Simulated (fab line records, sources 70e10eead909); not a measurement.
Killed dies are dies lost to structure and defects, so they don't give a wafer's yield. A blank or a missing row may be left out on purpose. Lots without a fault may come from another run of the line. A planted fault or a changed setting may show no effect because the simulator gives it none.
Chamber matching | flow nand_harc | NHARC_A_CHANNEL_HOLE_D2_ETCH_38 on rie_diel-06: 4 sister chambers
The step etches the open film in CF4, target depth 39 nm, time 65 s. 18 wafers are shown with their chamber, then 9 later ones without.

WAFERS WITH THEIR CHAMBER
wafer  | chamber | showerhead_plenum_p_Torr (Torr) | drypump_motor_current_A (A) | rf_vpp_V (V)
L074.1 | 3       | 1.81                            | 6.0                         | 152.1
L074.3 | 1       | 1.89                            | 5.8                         | 153.3
L074.6 | 1       | 1.89                            | 5.8                         | 153.2
L076.2 | 2       | 1.67                            | 5.1                         | 150.0
L076.3 | 3       | 1.81                            | 6.0                         | 152.6
L076.4 | 0       | 1.67                            | 5.5                         | 149.7
L077.3 | 0       | 1.67                            | 5.5                         | 150.2
L077.4 | 1       | 1.89                            | 5.8                         | 152.0
L077.5 | 3       | 1.81                            | 6.0                         | 151.3
L078.2 | 0       | 1.67                            | 5.6                         | 149.6
L078.3 | 3       | 1.81                            | 6.0                         | 151.1
L078.6 | 0       | 1.66                            | 5.6                         | 150.2
L080.1 | 3       | 1.81                            | 6.0                         | 151.6
L080.4 | 2       | 1.67                            | 5.1                         | 150.2
L080.5 | 1       | 1.89                            | 5.7                         | 152.0
L083.2 | 1       | 1.88                            | 5.8                         | 153.0
L083.4 | 3       | 1.81                            | 6.0                         | 151.9
L083.6 | 3       | 1.81                            | 6.0                         | 153.4

SIGNATURES (means of the wafers above)
reading                  | chamber 0 | chamber 1 | chamber 2 | chamber 3 | scatter within a chamber
showerhead_plenum_p_Torr | 1.6675    | 1.8880    | 1.6700    | 1.8100    | 0.00333
drypump_motor_current_A  | 5.550     | 5.780     | 5.100     | 6.000     | 0.0359
rf_vpp_V                 | 149.925   | 152.700   | 150.100   | 152.000   | 0.644
Rule: a wafer's distance from a chamber is the root of the sum, over the readings, of the square of ((its reading less the chamber's mean) divided by the reading's scatter). The wafer belongs to the nearest chamber; if the next one is less than 2 further off, it can't be placed. The scatter: the root of (the sum of the squares of (reading less its chamber's mean) over the shown wafers, divided by (wafers less chambers)).

WAFERS WITHOUT THEIR CHAMBER
wafer  | showerhead_plenum_p_Torr (Torr) | drypump_motor_current_A (A) | rf_vpp_V (V)
L085.1 | 1.88                            | 5.8                         | 151.1
L085.4 | 1.66                            | 5.6                         | 150.0
L085.5 | 1.81                            | 6.0                         | 151.9
L093.1 | 1.66                            | 5.5                         | 150.3
L093.2 | 1.81                            | 6.0                         | 152.6
L093.3 | 1.88                            | 5.8                         | 152.9
L096.2 | 1.66                            | 5.1                         | 149.3
L096.3 | 1.80                            | 6.0                         | 152.3
L096.6 | 1.66                            | 5.1                         | 151.5

WHICH CHAMBER EACH WENT THROUGH
wafer  | from the rows above | in truth
L085.1 | 1                   | 1
L085.4 | 0                   | 0
L085.5 | 3                   | 3
L093.1 | 0                   | 0
L093.2 | 3                   | 3
L093.3 | 1                   | 1
L096.2 | 2                   | 2
L096.3 | 3                   | 3
L096.6 | 2                   | 2
Placed correctly: 9 of 9. Can't be placed from these rows: 0. Placed wrongly: 0.
